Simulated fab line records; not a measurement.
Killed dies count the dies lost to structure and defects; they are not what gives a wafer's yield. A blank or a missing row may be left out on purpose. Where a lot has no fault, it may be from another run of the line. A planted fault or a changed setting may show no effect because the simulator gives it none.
Matching of chambers ; flow nand-harc ; NHARC_P_GATE_STRIP_108 on rie-diel-06: 4 sister chambers
The step strips in O2. 24 wafers are shown with their chamber, then 12 later ones without.

== WAFERS, EACH WITH ITS CHAMBER ==
wafer;chamber;showerhead-plenum-p-Torr (Torr);drypump-motor-current-A (A);rf-vpp-V (V)
L075.1;3;3.61;5.4;56.7
L075.2;1;3.35;5.9;57.9
L075.5;1;3.35;5.9;57.2
L077.4;0;3.34;6.6;58.5
L077.5;3;3.61;5.5;57.7
L077.6;2;3.47;5.9;58.6
L080.1;1;3.35;5.9;57.2
L080.4;0;3.34;6.6;57.6
L080.6;1;3.35;5.9;56.4
L081.1;3;3.61;5.5;58.8
L081.3;1;3.35;6.0;57.0
L081.5;1;3.35;6.0;58.4
L082.1;0;3.34;6.6;57.4
L082.2;1;3.35;5.9;57.6
L082.4;3;3.61;5.4;58.9
L085.2;2;3.47;5.9;57.3
L085.3;0;3.34;6.6;57.1
L085.5;2;3.47;5.9;57.0
L087.2;0;3.34;6.6;57.4
L087.3;3;3.60;5.4;58.4
L087.5;3;3.60;5.4;58.2
L088.2;3;3.60;5.4;58.1
L088.3;2;3.47;5.9;57.2
L088.6;2;3.47;6.0;57.1

SIGNATURES, as means of the wafers listed above
reading;chamber 0;chamber 1;chamber 2;chamber 3;scatter within a chamber
showerhead-plenum-p-Torr;3.3400;3.3500;3.4700;3.6057;0.00293
drypump-motor-current-A;6.600;5.929;5.920;5.429;0.0428
rf-vpp-V;57.600;57.386;57.440;58.114;0.661
Rule: for each reading, subtract the chamber's mean from the wafer's reading, divide by that reading's scatter and square the result; add these up over the readings and take the root, which gives the wafer's distance from the chamber. If the next closest chamber is less than 2 further off than the closest, the wafer can't be placed; otherwise it belongs to the closest. The scatter: the root of (the sum of the squares of (reading less its chamber's mean) over the shown wafers, divided by (wafers less chambers)).

== WAFERS WHOSE CHAMBER IS MISSING ==
wafer;showerhead-plenum-p-Torr (Torr);drypump-motor-current-A (A);rf-vpp-V (V)
L092.1;3.47;5.9;58.1
L092.4;3.60;5.5;58.2
L092.5;3.47;6.0;57.3
L094.2;3.46;5.9;58.2
L094.3;3.34;6.6;58.0
L094.5;3.60;5.5;56.9
L096.1;3.34;6.6;57.1
L096.3;3.34;5.9;58.5
L096.5;3.47;5.9;58.8
L097.2;3.34;5.9;56.7
L097.4;3.60;5.5;58.4
L097.6;3.34;6.0;58.6

== CHAMBER TAKEN BY EACH ==
wafer;from the rows above;in truth
L092.1;2;2
L092.4;3;3
L092.5;2;2
L094.2;2;2
L094.3;0;0
L094.5;3;3
L096.1;0;0
L096.3;1;1
L096.5;2;2
L097.2;1;1
L097.4;3;3
L097.6;1;1
Correctly placed: 12 of 12. Number that these rows cannot place: 0. Wrongly placed: 0.
